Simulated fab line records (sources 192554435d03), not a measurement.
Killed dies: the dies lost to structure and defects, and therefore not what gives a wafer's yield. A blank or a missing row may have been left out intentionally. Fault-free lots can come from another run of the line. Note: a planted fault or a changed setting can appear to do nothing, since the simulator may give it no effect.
Matching of chambers | flow n5-finfet | N5_BEOL_M7_STRIP_67 on rie-diel-06 has 4 sister chambers
The step strips in CF4. 16 wafers are shown with their chamber, then 8 later ones without.

== WAFERS, EACH WITH ITS CHAMBER ==
wafer  | chamber | showerhead-plenum-p-Torr (Torr) | throttle-valve-pct (%) | oes-product-au (a.u.)
L074.2 | 0       | 1.76                            | 13.28                  | 0.88
L074.3 | 1       | 1.74                            | 13.76                  | 0.75
L074.5 | 0       | 1.76                            | 13.28                  | 0.87
L081.1 | 0       | 1.76                            | 13.31                  | 0.87
L081.4 | 1       | 1.74                            | 13.77                  | 0.74
L081.6 | 3       | 1.73                            | 13.57                  | 0.76
L080.1 | 1       | 1.74                            | 13.77                  | 0.74
L080.2 | 3       | 1.73                            | 13.57                  | 0.77
L080.6 | 1       | 1.74                            | 13.76                  | 0.74
L083.2 | 0       | 1.76                            | 13.31                  | 0.85
L083.3 | 3       | 1.73                            | 13.58                  | 0.75
L083.4 | 2       | 1.92                            | 13.40                  | 0.95
L085.3 | 2       | 1.92                            | 13.42                  | 0.92
L085.4 | 3       | 1.73                            | 13.60                  | 0.75
L085.5 | 1       | 1.74                            | 13.78                  | 0.73
L089.1 | 0       | 1.75                            | 13.34                  | 0.84

SIGNATURES (averages over the wafers above)
reading                  | chamber 0 | chamber 1 | chamber 2 | chamber 3 | scatter within a chamber
showerhead-plenum-p-Torr | 1.7580    | 1.7400    | 1.9200    | 1.7300    | 0.00258
throttle-valve-pct       | 13.3040   | 13.7680   | 13.4100   | 13.5800   | 0.0173
oes-product-au           | 0.8620    | 0.7400    | 0.9350    | 0.7575    | 0.0129
Rule: a wafer lies at a distance from a chamber equal to the root of the sum of squares, over the readings, of (its reading less the chamber's mean, divided by the reading's scatter). The wafer belongs to the nearest chamber; if the next one is less than 2 further off, it can't be placed. How the scatter is found: for the shown wafers, subtract from each reading the mean of its chamber, square and add these, divide the total by (wafers less chambers), then take the root.

== WAFERS WITHOUT THEIR CHAMBER ==
wafer  | showerhead-plenum-p-Torr (Torr) | throttle-valve-pct (%) | oes-product-au (a.u.)
L089.2 | 1.74                            | 13.80                  | 0.72
L089.6 | 1.91                            | 13.44                  | 0.92
L092.1 | 1.75                            | 13.35                  | 0.83
L092.3 | 1.73                            | 13.82                  | 0.72
L092.4 | 1.91                            | 13.45                  | 0.89
L094.1 | 1.91                            | 13.47                  | 0.88
L094.3 | 1.73                            | 13.84                  | 0.72
L094.5 | 1.73                            | 13.83                  | 0.72

== EACH ONE'S CHAMBER ==
wafer  | from the rows above | in truth
L089.2 | 1                   | 1
L089.6 | 2                   | 2
L092.1 | 0                   | 0
L092.3 | 1                   | 1
L092.4 | 2                   | 2
L094.1 | 2                   | 2
L094.3 | 1                   | 1
L094.5 | 1                   | 1
Correct placement for 8 of the 8. From these rows, 0 cannot be placed. 0 placed wrongly.
